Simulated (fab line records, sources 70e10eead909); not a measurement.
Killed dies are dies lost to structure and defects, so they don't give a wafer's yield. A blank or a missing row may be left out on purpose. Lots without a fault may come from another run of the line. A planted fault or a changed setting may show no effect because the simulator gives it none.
Problem report in the 8D (eight disciplines) form, filled by code | flow nand_harc | the parts of the form that need people (team, actions taken, sign-off) are left out

1. THE PROBLEM
killed_at_array at NHARC_END_SORT_01 reads a mean of 339 on 3 wafers of 3 lots; wafers without a fault read 28 with a standard deviation of 8.9. That is +35 standard deviations from the usual mean.
First seen on wafer L989.5, day 24 03:07, on prober-01. The record holds 9 wafers of 3 lots with a number at this step. Rule for "out", or "out of limits": more than 4 standard deviations from the usual mean. The other wafers with a number count as sound.

2. WHAT IT IS AND WHAT IT IS NOT
question                    | is                           | is not
which readings at this step | killed_at_array, killed_dies | killed_at_other, killed_at_periphery, killed_open, killed_short
which lots                  | L987, L988, L989             | -
which wafers of those lots  | L987.3, L988.1, L989.5       | L987.1, L987.2, L988.3, L988.4, L989.1, L989.4
read on which gauges        | prober-01, prober-02         | -
when                        | from day 24 03:07            | up to then (2 sound wafers); but 4 sound wafers of L987, L988 came after

3. SUSPECTS, AND WHAT RULES EACH OUT
Counting: a tool at a process step up to the reading stays a suspect if it ran every lot that is out. Sound lots after the first of them don't rule it out here, since some wafers of a struck lot are sound.
- the gauge at NHARC_END_SORT_01: ruled out. The wafers that are out were read on 2 gauges (prober-01, prober-02).
- rie_diel-01 at NHARC_A_STAIRCASE_TRIM_229 (chemistry O2, time 211.2 s): kept. It ran every lot that is out, first L989 (day 15 11:02).
- rie_diel-01 at NHARC_A_STAIRCASE_ETCH_232 (etches the open film in C4F8/O2, target depth 100 nm, time 40.5 s): kept. It ran every lot that is out, first L989 (day 15 11:55). NHARC_A_STAIRCASE_ETCH_232 gives no start for some lots, so the hours and the order of its lots are those of NHARC_A_STAIRCASE_ETCH_234.
- rie_diel-01 at NHARC_A_STAIRCASE_ETCH_234 (etches the open film in C4F8/O2, target depth 100 nm, time 40.5 s): kept. It ran every lot that is out, first L989 (day 15 11:55). Its own readings are out on those wafers: oes_product_au.
- Within rie_diel-01 at NHARC_A_STAIRCASE_ETCH_234: the wafers that are out ran in chamber 0; their sound lot-mates ran in chambers 1, 2, 3.
Left after counting: rie_diel-01 at NHARC_A_STAIRCASE_TRIM_229, rie_diel-01 at NHARC_A_STAIRCASE_ETCH_232, rie_diel-01 at NHARC_A_STAIRCASE_ETCH_234.

4. THE CAUSE (what the simulator had put in)
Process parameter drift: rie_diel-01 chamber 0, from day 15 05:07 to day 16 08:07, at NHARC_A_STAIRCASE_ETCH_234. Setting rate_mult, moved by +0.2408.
Counting left 3 suspects, and this tool is among them.

5. THE CHAIN OF EFFECTS, in route order
Each row: a reading whose mean over the struck wafers that have a number lies more than 3 standard deviations from the usual. Only readings for which the record gives a usual standard deviation are gone through. hours: the time from each lot's start at the first step in this table that gives one to its start at this step, as a median over the lots. sigmas: the change in usual standard deviations.
hours | step                       | reading         | usual      | on struck wafers | change | sigmas
0     | NHARC_A_STAIRCASE_ETCH_234 | oes_product_au  | 0.945 a.u. | 1.079            | +0.134 | +14
207   | NHARC_END_SORT_01          | killed_at_array | 28         | 339              | +311   | +35
207   | NHARC_END_SORT_01          | killed_dies     | 32         | 341              | +309   | +33
The process steps in it:
- NHARC_A_STAIRCASE_ETCH_234: etches the open film in C4F8/O2, target depth 100 nm, time 40.5 s.

6. WHAT WOULD HAVE CAUGHT IT SOONER
In this record the first reading out of limits at a measuring or inspecting step was taken at day 24 03:07, 214 hours after the fault began at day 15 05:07.
The tool's own readings at NHARC_A_STAIRCASE_ETCH_234 were out on every struck wafer that the step has a row for (oes_product_au): an alarm limit on them would have fired on the first of those.
All the lots that are out (3) had begun NHARC_A_STAIRCASE_ETCH_234 on rie_diel-01 by day 24 03:07. A hold on the tool at that time would have spared none of them.
